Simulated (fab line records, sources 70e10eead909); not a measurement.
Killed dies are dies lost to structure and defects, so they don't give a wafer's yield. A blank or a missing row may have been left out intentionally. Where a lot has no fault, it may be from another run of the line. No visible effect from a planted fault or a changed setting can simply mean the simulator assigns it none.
Matching of chambers :: flow nand-harc :: NHARC_A_DECK1_JOINT_ETCHBACK_07 on rie-si-01: 3 sister chambers
The step etches the open film in HBr, target depth 105 nm, time 26.9 s. 14 wafers are shown with their chamber, then 3 later ones without.

WAFERS WITH THEIR CHAMBER
wafer: L874.2
chamber: 0
drypump-motor-current-A (A): 5.4
throttle-valve-pct (%): 23.259
hbr-flow-sccm (sccm): 149.9

wafer: L874.3
chamber: 1
drypump-motor-current-A (A): 6.5
throttle-valve-pct (%): 23.264
hbr-flow-sccm (sccm): 149.6

wafer: L874.6
chamber: 2
drypump-motor-current-A (A): 6.1
throttle-valve-pct (%): 23.272
hbr-flow-sccm (sccm): 149.7

wafer: L876.2
chamber: 2
drypump-motor-current-A (A): 6.1
throttle-valve-pct (%): 23.263
hbr-flow-sccm (sccm): 150.5

wafer: L876.3
chamber: 0
drypump-motor-current-A (A): 5.4
throttle-valve-pct (%): 23.258
hbr-flow-sccm (sccm): 149.8

wafer: L876.4
chamber: 1
drypump-motor-current-A (A): 6.4
throttle-valve-pct (%): 23.276
hbr-flow-sccm (sccm): 149.6

wafer: L877.4
chamber: 1
drypump-motor-current-A (A): 6.5
throttle-valve-pct (%): 23.272
hbr-flow-sccm (sccm): 150.4

wafer: L877.5
chamber: 0
drypump-motor-current-A (A): 5.4
throttle-valve-pct (%): 23.257
hbr-flow-sccm (sccm): 149.2

wafer: L877.6
chamber: 1
drypump-motor-current-A (A): 6.5
throttle-valve-pct (%): 23.259
hbr-flow-sccm (sccm): 149.4

wafer: L886.3
chamber: 1
drypump-motor-current-A (A): 6.5
throttle-valve-pct (%): 23.274
hbr-flow-sccm (sccm): 150.1

wafer: L886.4
chamber: 2
drypump-motor-current-A (A): 6.1
throttle-valve-pct (%): 23.258
hbr-flow-sccm (sccm): 150.6

wafer: L886.6
chamber: 2
drypump-motor-current-A (A): 6.1
throttle-valve-pct (%): 23.243
hbr-flow-sccm (sccm): 150.5

wafer: L891.3
chamber: 0
drypump-motor-current-A (A): 5.4
throttle-valve-pct (%): 23.261
hbr-flow-sccm (sccm): 150.3

wafer: L891.4
chamber: 1
drypump-motor-current-A (A): 6.4
throttle-valve-pct (%): 23.261
hbr-flow-sccm (sccm): 150.2

SIGNATURES (means of the wafers above)
reading: drypump-motor-current-A
chamber 0: 5.400
chamber 1: 6.467
chamber 2: 6.100
scatter within a chamber: 0.0348

reading: throttle-valve-pct
chamber 0: 23.25875
chamber 1: 23.26767
chamber 2: 23.25900
scatter within a chamber: 0.00805

reading: hbr-flow-sccm
chamber 0: 149.800
chamber 1: 149.883
chamber 2: 150.325
scatter within a chamber: 0.422
Rule: distance of a wafer from a chamber = root of the sum over the readings of ((wafer's reading minus chamber's mean) / reading's scatter) squared. The wafer belongs to the nearest chamber; if the next one is less than 2 further off, it can't be placed. The scatter is the square root of a quotient: the sum, over the shown wafers, of each reading's squared deviation from its chamber's mean, divided by wafers minus chambers.

WAFERS WHOSE CHAMBER IS MISSING
wafer: L894.2
drypump-motor-current-A (A): 6.1
throttle-valve-pct (%): 23.255
hbr-flow-sccm (sccm): 149.6

wafer: L894.4
drypump-motor-current-A (A): 6.4
throttle-valve-pct (%): 23.280
hbr-flow-sccm (sccm): 150.2

wafer: L896.2
drypump-motor-current-A (A): 5.4
throttle-valve-pct (%): 23.253
hbr-flow-sccm (sccm): 150.0

WHICH CHAMBER EACH WENT THROUGH
wafer: L894.2
from the rows above: 2
in truth: 2

wafer: L894.4
from the rows above: 1
in truth: 1

wafer: L896.2
from the rows above: 0
in truth: 0
Correct placement for 3 of the 3. Left unplaced by these rows: 0. 0 placed wrongly.
